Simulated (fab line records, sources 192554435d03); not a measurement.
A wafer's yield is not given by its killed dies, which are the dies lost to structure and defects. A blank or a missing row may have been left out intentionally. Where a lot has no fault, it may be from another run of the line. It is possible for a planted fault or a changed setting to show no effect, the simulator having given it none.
Chamber matching	flow n5-finfet	N5_HKMG_FIN_NWFM_ALD_20 on ald-metal-03 has 4 sister chambers
The step deposits TiAlC, target thk 2 nm, pulse time 3 s, purge time 2 s. 4 wafers are shown with their chamber, then 7 later ones without.

## WAFERS WITH THEIR CHAMBER
wafer	chamber	heater-power-w (W)
L085.1	2	528
L086.6	0	396
L087.2	3	436
L087.3	1	606

## WAFERS WITH NO CHAMBER GIVEN
wafer	heater-power-w (W)
L087.4	528
L093.2	409
L093.4	589
L093.6	594
L094.2	405
L094.3	590
L094.5	440

## EACH ONE'S CHAMBER
wafer	from the rows above	in truth
L087.4	2	2
L093.2	can't be placed: 0 or 3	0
L093.4	1	1
L093.6	1	1
L094.2	can't be placed: 0 or 3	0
L094.3	1	1
L094.5	3	3
Correctly placed: 5 of 7. Can't be placed from these rows: 2 (the true chamber is among the candidates in 2). Wrongly placed: 0.
How it was worked out, from the rows above alone: a wafer's distance from a chamber is the root of the sum, over the readings, of the square of ((its reading less the chamber's mean) divided by the reading's scatter). If the next closest chamber is less than 2 further off than the closest, the wafer can't be placed; otherwise it belongs to the closest. Each chamber's mean is taken over the wafers shown for it. The scatter: root of mean squared gap, hidden wafer to nearest shown wafer, with one shown wafer a chamber.
